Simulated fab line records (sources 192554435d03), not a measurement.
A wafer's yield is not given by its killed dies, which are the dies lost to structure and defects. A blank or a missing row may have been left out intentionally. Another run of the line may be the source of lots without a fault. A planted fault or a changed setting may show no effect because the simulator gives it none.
Which tool is to blame? / flow n5-finfet / 9 lots, 27 wafers sampled, at 5 steps of a route of 1938

## WHAT THE GAUGES SHOWED, per wafer
N5_BEOL_M4_RC_MEAS_101. Usual: DIBL_N 36.0 mV/V, standard deviation 1.9; DIBL_P 36.0 mV/V, standard deviation 2.1; IOFF_N 0.155 nA/um, standard deviation 0.029; IOFF_P 0.20 nA/um, standard deviation 0.032; ION_N 672 uA/um, standard deviation 11; ION_P 461 uA/um, standard deviation 6.9; SS_N 71.5 mV/dec, standard deviation 0.58; SS_P 73.2 mV/dec, standard deviation 0.64; VT_N 250.4 mV, standard deviation 2.9; VT_P -251.0 mV, standard deviation 2.8.
lot=L900; measured=day 8 12:22; on=prober-02; DIBL_N (mV/V)=34.5 35.0 35.1; DIBL_P (mV/V)=33.8 35.0 34.7; IOFF_N (nA/um)=0.124 0.131 0.136; IOFF_P (nA/um)=0.16 0.17 0.16; ION_N (uA/um)=676 659 661; ION_P (uA/um)=455 446 451; SS_N (mV/dec)=70.4 71.1 70.7; SS_P (mV/dec)=72.2 72.5 72.9; VT_N (mV)=254.2 253.3 251.9; VT_P (mV)=-256.0 -252.8 -257.8; flag=
lot=L902; measured=day 8 19:13; on=prober-01; DIBL_N (mV/V)=34.9 35.2 36.4; DIBL_P (mV/V)=34.6 35.3 35.9; IOFF_N (nA/um)=0.145 0.160 0.168; IOFF_P (nA/um)=0.22 0.22 0.22; ION_N (uA/um)=661 670 669; ION_P (uA/um)=457 462 460; SS_N (mV/dec)=71.4 71.6 72.3; SS_P (mV/dec)=72.4 73.1 72.6; VT_N (mV)=249.4 245.6 247.4; VT_P (mV)=-248.6 -248.3 -250.0; flag=
lot=L918; measured=day 12 19:56; on=prober-02; DIBL_N (mV/V)=36.7 37.2 38.1; DIBL_P (mV/V)=37.7 38.2 40.4; IOFF_N (nA/um)=0.173 0.186 0.202; IOFF_P (nA/um)=0.23 0.24 0.28; ION_N (uA/um)=684 669 688; ION_P (uA/um)=470 460 475; SS_N (mV/dec)=71.7 71.4 72.0; SS_P (mV/dec)=73.8 74.2 74.6; VT_N (mV)=248.6 245.9 245.9; VT_P (mV)=-248.9 -247.8 -245.5; flag=
lot=L919; measured=day 13 00:13; on=prober-02; DIBL_N (mV/V)=35.1 32.9 35.1; DIBL_P (mV/V)=36.4 34.1 37.0; IOFF_N (nA/um)=0.144 0.119 0.155; IOFF_P (nA/um)=0.21 0.18 0.22; ION_N (uA/um)=677 654 681; ION_P (uA/um)=467 453 469; SS_N (mV/dec)=70.6 70.8 71.7; SS_P (mV/dec)=73.3 72.2 73.2; VT_N (mV)=249.4 250.0 247.5; VT_P (mV)=-251.5 -251.7 -249.1; flag=
lot=L923; measured=day 13 23:31; on=prober-01; DIBL_N (mV/V)=37.5 35.8 38.0; DIBL_P (mV/V)=36.0 34.7 36.4; IOFF_N (nA/um)=0.179 0.147 0.173; IOFF_P (nA/um)=0.23 0.20 0.24; ION_N (uA/um)=672 678 657; ION_P (uA/um)=465 460 450; SS_N (mV/dec)=71.6 71.1 71.5; SS_P (mV/dec)=73.9 72.9 73.8; VT_N (mV)=248.6 251.6 248.6; VT_P (mV)=-246.8 -250.3 -252.1; flag=
lot=L922; measured=day 14 01:47; on=prober-01; DIBL_N (mV/V)=34.4 33.3 32.8; DIBL_P (mV/V)=35.1 33.1 33.0; IOFF_N (nA/um)=0.149 0.118 0.119; IOFF_P (nA/um)=0.19 0.15 0.16; ION_N (uA/um)=682 661 674; ION_P (uA/um)=466 450 462; SS_N (mV/dec)=71.6 71.0 70.4; SS_P (mV/dec)=73.0 72.6 72.9; VT_N (mV)=252.9 255.5 251.2; VT_P (mV)=-249.1 -255.7 -253.9; flag=

## TOOL THAT RAN EACH LOT (tool first, then ch and the chambers of the sampled wafers, then the start)
lot=L900; N5_BEOL_M3_HM_OPEN_17=rie-metal-02 ch 0,1, day 7 02:44; N5_BEOL_M3_ETCHBACK_99=rie-diel-01 ch 1,2, day 7 04:39; N5_BEOL_M3_ETCH_70=rie-diel-01 ch 1,2, day 7 04:41; N5_BEOL_M3_STRIP_97=rie-diel-01 ch 1,2, day 8 12:22 or earlier
lot=L902; N5_BEOL_M3_HM_OPEN_17=rie-metal-03 ch 0,1, day 7 12:16; N5_BEOL_M3_ETCHBACK_99=rie-diel-05 ch 0,1,3, day 8 07:40; N5_BEOL_M3_ETCH_70=rie-diel-05 ch 0,1,3, day 8 07:42; N5_BEOL_M3_STRIP_97=rie-diel-05 ch 0,1,3, day 8 19:13 or earlier
lot=L913; N5_BEOL_M3_HM_OPEN_17=rie-metal-02 ch 0,1, day 10 02:36; N5_BEOL_M3_ETCHBACK_99=rie-diel-01 ch 0,1,2, day 10 08:40; N5_BEOL_M3_ETCH_70=rie-diel-01 ch 0,1,2, day 10 08:41; N5_BEOL_M3_STRIP_97=rie-diel-01 ch 0,1,2, day 15 22:12 or earlier
lot=L912; N5_BEOL_M3_HM_OPEN_17=rie-metal-03 ch 0,1, day 10 04:37; N5_BEOL_M3_ETCHBACK_99=rie-diel-05 ch 0,1,2, day 10 08:51; N5_BEOL_M3_ETCH_70=rie-diel-05 ch 0,1,2, day 10 08:53; N5_BEOL_M3_STRIP_97=rie-diel-05 ch 0,1,2, day 15 20:14 or earlier
lot=L914; N5_BEOL_M3_HM_OPEN_17=rie-metal-03 ch 0,1, day 10 21:16; N5_BEOL_M3_ETCHBACK_99=rie-diel-01 ch 0,3, day 11 00:01; N5_BEOL_M3_ETCH_70=rie-diel-01 ch 0,3, day 11 00:03; N5_BEOL_M3_STRIP_97=rie-diel-01 ch 0,3, day 16 00:47 or earlier
lot=L918; N5_BEOL_M3_HM_OPEN_17=rie-metal-02 ch 0,1, day 11 18:43; N5_BEOL_M3_ETCHBACK_99=rie-diel-05 ch 1,2,3, day 11 22:32; N5_BEOL_M3_ETCH_70=rie-diel-05 ch 1,2,3, day 11 22:34; N5_BEOL_M3_STRIP_97=rie-diel-05 ch 1,2,3, day 12 19:56 or earlier
lot=L919; N5_BEOL_M3_HM_OPEN_17=rie-metal-02 ch 0,1, day 11 20:10; N5_BEOL_M3_ETCHBACK_99=rie-diel-05 ch 0,1,3, day 12 02:31; N5_BEOL_M3_ETCH_70=rie-diel-05 ch 0,1,3, day 12 02:33; N5_BEOL_M3_STRIP_97=rie-diel-05 ch 0,1,3, day 13 00:13 or earlier
lot=L923; N5_BEOL_M3_HM_OPEN_17=rie-metal-02 ch 1, day 12 19:16; N5_BEOL_M3_ETCHBACK_99=rie-diel-01 ch 0, day 12 22:57; N5_BEOL_M3_ETCH_70=rie-diel-01 ch 0, day 12 23:05; N5_BEOL_M3_STRIP_97=rie-diel-01 ch 0, day 13 23:31 or earlier
lot=L922; N5_BEOL_M3_HM_OPEN_17=rie-metal-03 ch 0,1, day 13 02:26; N5_BEOL_M3_ETCHBACK_99=rie-diel-01 ch 0,1,2, day 13 10:31; N5_BEOL_M3_ETCH_70=rie-diel-01 ch 0,1,2, day 13 10:33; N5_BEOL_M3_STRIP_97=rie-diel-01 ch 0,1,2, day 14 01:47 or earlier
- N5_BEOL_M3_HM_OPEN_17: chemistry Cl2/BCl3, target TiN, target depth 20 nm, overetch 6 nm.
- N5_BEOL_M3_ETCHBACK_99: etches SiO2 in CHF3, target depth 5 nm, time 10.4 s.
- N5_BEOL_M3_ETCH_70: etches SOC in N2/H2, target depth 80 nm, overetch 16 nm, time 120 s.
- N5_BEOL_M3_STRIP_97: strips in N2/H2, time 10 s.

## WHAT THE TOOLS THEMSELVES READ (means of the sampled wafers that have a number; where no wafer has one, the mark that the record gives instead)
N5_BEOL_M3_HM_OPEN_17. Usual: drypump-motor-current-A 5.7 A, standard deviation 0.54; he-backside-leak-sccm 3.36 sccm, standard deviation 0.23; oes-product-au 0.66 a.u., standard deviation 0.078; throttle-valve-pct 22.14 %, standard deviation 0.17.
lot=L900; tool=rie-metal-02; drypump-motor-current-A (A)=5.9; he-backside-leak-sccm (sccm)=3.31; oes-product-au (a.u.)=0.69; throttle-valve-pct (%)=22.20; flag=
lot=L902; tool=rie-metal-03; drypump-motor-current-A (A)=5.0; he-backside-leak-sccm (sccm)=3.43; oes-product-au (a.u.)=0.65; throttle-valve-pct (%)=22.10; flag=
lot=L913; tool=rie-metal-02; drypump-motor-current-A (A)=5.8; he-backside-leak-sccm (sccm)=3.54; oes-product-au (a.u.)=0.71; throttle-valve-pct (%)=22.17; flag=
lot=L912; tool=rie-metal-03; drypump-motor-current-A (A)=5.1; he-backside-leak-sccm (sccm)=3.39; oes-product-au (a.u.)=0.64; throttle-valve-pct (%)=22.11; flag=
lot=L914; tool=rie-metal-03; drypump-motor-current-A (A)=5.0; he-backside-leak-sccm (sccm)=3.23; oes-product-au (a.u.)=0.64; throttle-valve-pct (%)=22.10; flag=
lot=L918; tool=rie-metal-02; drypump-motor-current-A (A)=5.9; he-backside-leak-sccm (sccm)=3.46; oes-product-au (a.u.)=0.65; throttle-valve-pct (%)=22.22; flag=
lot=L919; tool=rie-metal-02; drypump-motor-current-A (A)=5.8; he-backside-leak-sccm (sccm)=3.43; oes-product-au (a.u.)=0.70; throttle-valve-pct (%)=22.18; flag=
lot=L923; tool=rie-metal-02; drypump-motor-current-A (A)=5.6; he-backside-leak-sccm (sccm)=3.38; oes-product-au (a.u.)=0.72; throttle-valve-pct (%)=22.18; flag=
lot=L922; tool=rie-metal-03; drypump-motor-current-A (A)=5.5; he-backside-leak-sccm (sccm)=3.36; oes-product-au (a.u.)=0.60; throttle-valve-pct (%)=21.99; flag=

N5_BEOL_M3_ETCHBACK_99. Usual: CHF3_flow_sccm 12.00 sccm, standard deviation 0.037; bias-w 47.00 W, standard deviation 0.14; drypump-motor-current-A 5.7 A, standard deviation 0.34; oes-product-au 0.79 a.u., standard deviation 0.095; rf-vpp-V 240 V, standard deviation 5; showerhead-plenum-p-Torr 2.16 Torr, standard deviation 0.068; throttle-valve-pct 16.99 %, standard deviation 0.29.
lot=L900; tool=rie-diel-01; CHF3_flow_sccm (sccm)=12.01; bias-w (W)=47.10; drypump-motor-current-A (A)=5.5; oes-product-au (a.u.)=0.73; rf-vpp-V (V)=246; showerhead-plenum-p-Torr (Torr)=2.14; throttle-valve-pct (%)=17.18; flag=
lot=L902; tool=rie-diel-05; CHF3_flow_sccm (sccm)=11.98; bias-w (W)=46.99; drypump-motor-current-A (A)=5.4; oes-product-au (a.u.)=0.78; rf-vpp-V (V)=238; showerhead-plenum-p-Torr (Torr)=2.21; throttle-valve-pct (%)=17.04; flag=
lot=L913; tool=rie-diel-01; CHF3_flow_sccm (sccm)=-; bias-w (W)=-; drypump-motor-current-A (A)=-; oes-product-au (a.u.)=-; rf-vpp-V (V)=-; showerhead-plenum-p-Torr (Torr)=-; throttle-valve-pct (%)=-; flag=OFF
lot=L912; tool=rie-diel-05; CHF3_flow_sccm (sccm)=-; bias-w (W)=-; drypump-motor-current-A (A)=-; oes-product-au (a.u.)=-; rf-vpp-V (V)=-; showerhead-plenum-p-Torr (Torr)=-; throttle-valve-pct (%)=-; flag=OFF
lot=L914; tool=rie-diel-01; CHF3_flow_sccm (sccm)=-; bias-w (W)=-; drypump-motor-current-A (A)=-; oes-product-au (a.u.)=-; rf-vpp-V (V)=-; showerhead-plenum-p-Torr (Torr)=-; throttle-valve-pct (%)=-; flag=OFF
lot=L918; tool=rie-diel-05; CHF3_flow_sccm (sccm)=11.97; bias-w (W)=46.99; drypump-motor-current-A (A)=5.6; oes-product-au (a.u.)=0.69; rf-vpp-V (V)=237; showerhead-plenum-p-Torr (Torr)=2.14; throttle-valve-pct (%)=17.13; flag=
lot=L919; tool=rie-diel-05; CHF3_flow_sccm (sccm)=12.01; bias-w (W)=47.03; drypump-motor-current-A (A)=5.4; oes-product-au (a.u.)=0.75; rf-vpp-V (V)=238; showerhead-plenum-p-Torr (Torr)=2.20; throttle-valve-pct (%)=17.09; flag=
lot=L923; tool=rie-diel-01; CHF3_flow_sccm (sccm)=11.97; bias-w (W)=46.87; drypump-motor-current-A (A)=5.3; oes-product-au (a.u.)=0.78; rf-vpp-V (V)=233; showerhead-plenum-p-Torr (Torr)=2.17; throttle-valve-pct (%)=17.08; flag=
lot=L922; tool=rie-diel-01; CHF3_flow_sccm (sccm)=12.00; bias-w (W)=46.80; drypump-motor-current-A (A)=5.4; oes-product-au (a.u.)=0.82; rf-vpp-V (V)=240; showerhead-plenum-p-Torr (Torr)=2.14; throttle-valve-pct (%)=17.11; flag=

N5_BEOL_M3_ETCH_70. Usual: drypump-motor-current-A 5.7 A, standard deviation 0.34; oes-product-au 0.61 a.u., standard deviation 0.069; rf-vpp-V 524.0 V, standard deviation 2.1; showerhead-plenum-p-Torr 2.55 Torr, standard deviation 0.068; throttle-valve-pct 17.72 %, standard deviation 0.22.
lot=L900; tool=rie-diel-01; drypump-motor-current-A (A)=5.5; oes-product-au (a.u.)=0.56; rf-vpp-V (V)=522.9; showerhead-plenum-p-Torr (Torr)=2.53; throttle-valve-pct (%)=17.93; flag=
lot=L902; tool=rie-diel-05; drypump-motor-current-A (A)=5.4; oes-product-au (a.u.)=0.60; rf-vpp-V (V)=524.8; showerhead-plenum-p-Torr (Torr)=2.59; throttle-valve-pct (%)=17.68; flag=
lot=L913; tool=rie-diel-01; drypump-motor-current-A (A)=5.4; oes-product-au (a.u.)=0.57; rf-vpp-V (V)=524.3; showerhead-plenum-p-Torr (Torr)=2.53; throttle-valve-pct (%)=17.92; flag=
lot=L912; tool=rie-diel-05; drypump-motor-current-A (A)=5.5; oes-product-au (a.u.)=0.60; rf-vpp-V (V)=525.6; showerhead-plenum-p-Torr (Torr)=2.58; throttle-valve-pct (%)=17.71; flag=
lot=L914; tool=rie-diel-01; drypump-motor-current-A (A)=5.4; oes-product-au (a.u.)=0.60; rf-vpp-V (V)=522.3; showerhead-plenum-p-Torr (Torr)=2.51; throttle-valve-pct (%)=17.68; flag=
lot=L918; tool=rie-diel-05; drypump-motor-current-A (A)=5.6; oes-product-au (a.u.)=0.54; rf-vpp-V (V)=523.2; showerhead-plenum-p-Torr (Torr)=2.52; throttle-valve-pct (%)=17.79; flag=
lot=L919; tool=rie-diel-05; drypump-motor-current-A (A)=5.4; oes-product-au (a.u.)=0.58; rf-vpp-V (V)=524.3; showerhead-plenum-p-Torr (Torr)=2.58; throttle-valve-pct (%)=17.73; flag=
lot=L923; tool=rie-diel-01; drypump-motor-current-A (A)=5.3; oes-product-au (a.u.)=0.61; rf-vpp-V (V)=524.3; showerhead-plenum-p-Torr (Torr)=2.55; throttle-valve-pct (%)=17.71; flag=
lot=L922; tool=rie-diel-01; drypump-motor-current-A (A)=5.4; oes-product-au (a.u.)=0.64; rf-vpp-V (V)=522.8; showerhead-plenum-p-Torr (Torr)=2.52; throttle-valve-pct (%)=17.78; flag=

N5_BEOL_M3_STRIP_97. Usual: drypump-motor-current-A 5.7 A, standard deviation 0.34; oes-product-au 0.79 a.u., standard deviation 0.094; rf-vpp-V 59.1 V, standard deviation 0.88; showerhead-plenum-p-Torr 2.55 Torr, standard deviation 0.068; throttle-valve-pct 23.52 %, standard deviation 0.22.
lot=L900; tool=rie-diel-01; drypump-motor-current-A (A)=5.5; oes-product-au (a.u.)=0.73; rf-vpp-V (V)=59.5; showerhead-plenum-p-Torr (Torr)=2.52; throttle-valve-pct (%)=23.66; flag=
lot=L902; tool=rie-diel-05; drypump-motor-current-A (A)=5.4; oes-product-au (a.u.)=0.78; rf-vpp-V (V)=58.5; showerhead-plenum-p-Torr (Torr)=2.59; throttle-valve-pct (%)=23.44; flag=
lot=L913; tool=rie-diel-01; drypump-motor-current-A (A)=5.4; oes-product-au (a.u.)=0.74; rf-vpp-V (V)=58.8; showerhead-plenum-p-Torr (Torr)=2.53; throttle-valve-pct (%)=23.68; flag=
lot=L912; tool=rie-diel-05; drypump-motor-current-A (A)=5.5; oes-product-au (a.u.)=0.78; rf-vpp-V (V)=59.0; showerhead-plenum-p-Torr (Torr)=2.58; throttle-valve-pct (%)=23.48; flag=
lot=L914; tool=rie-diel-01; drypump-motor-current-A (A)=5.4; oes-product-au (a.u.)=0.78; rf-vpp-V (V)=58.5; showerhead-plenum-p-Torr (Torr)=2.51; throttle-valve-pct (%)=23.49; flag=
lot=L918; tool=rie-diel-05; drypump-motor-current-A (A)=5.6; oes-product-au (a.u.)=0.70; rf-vpp-V (V)=58.2; showerhead-plenum-p-Torr (Torr)=2.51; throttle-valve-pct (%)=23.49; flag=
lot=L919; tool=rie-diel-05; drypump-motor-current-A (A)=5.4; oes-product-au (a.u.)=0.76; rf-vpp-V (V)=58.9; showerhead-plenum-p-Torr (Torr)=2.57; throttle-valve-pct (%)=23.47; flag=
lot=L923; tool=rie-diel-01; drypump-motor-current-A (A)=5.3; oes-product-au (a.u.)=0.79; rf-vpp-V (V)=59.7; showerhead-plenum-p-Torr (Torr)=2.54; throttle-valve-pct (%)=23.48; flag=
lot=L922; tool=rie-diel-01; drypump-motor-current-A (A)=5.4; oes-product-au (a.u.)=0.82; rf-vpp-V (V)=58.4; showerhead-plenum-p-Torr (Torr)=2.52; throttle-valve-pct (%)=23.57; flag=

## THE ANSWER, worked out from the rows above alone
Rule: take the mean of a lot's wafers that have a number; if it is more than 3 standard deviations from the usual mean, the lot is off. A lot without any number at a reading at which 4 lots or more have one is off too. All remaining lots with rows at the step are treated as sound. First the gauges in route order, then the tools' own readings, where a lot's mean is used as printed above. The first step at which some lot is off is used, and at that step the reading that is off furthest; a lot without a number counts as furthest.
Off: L913, L912, L914, at N5_BEOL_M3_ETCHBACK_99 (CHF3_flow_sccm). Without a number there: L913, L912, L914.
A tool fits if, at that step or a process step before it, it ran every lot that is off, and no sound lot after the first of them. Not one of the candidates tried fits.

## WHAT THE SIMULATOR PUT IN
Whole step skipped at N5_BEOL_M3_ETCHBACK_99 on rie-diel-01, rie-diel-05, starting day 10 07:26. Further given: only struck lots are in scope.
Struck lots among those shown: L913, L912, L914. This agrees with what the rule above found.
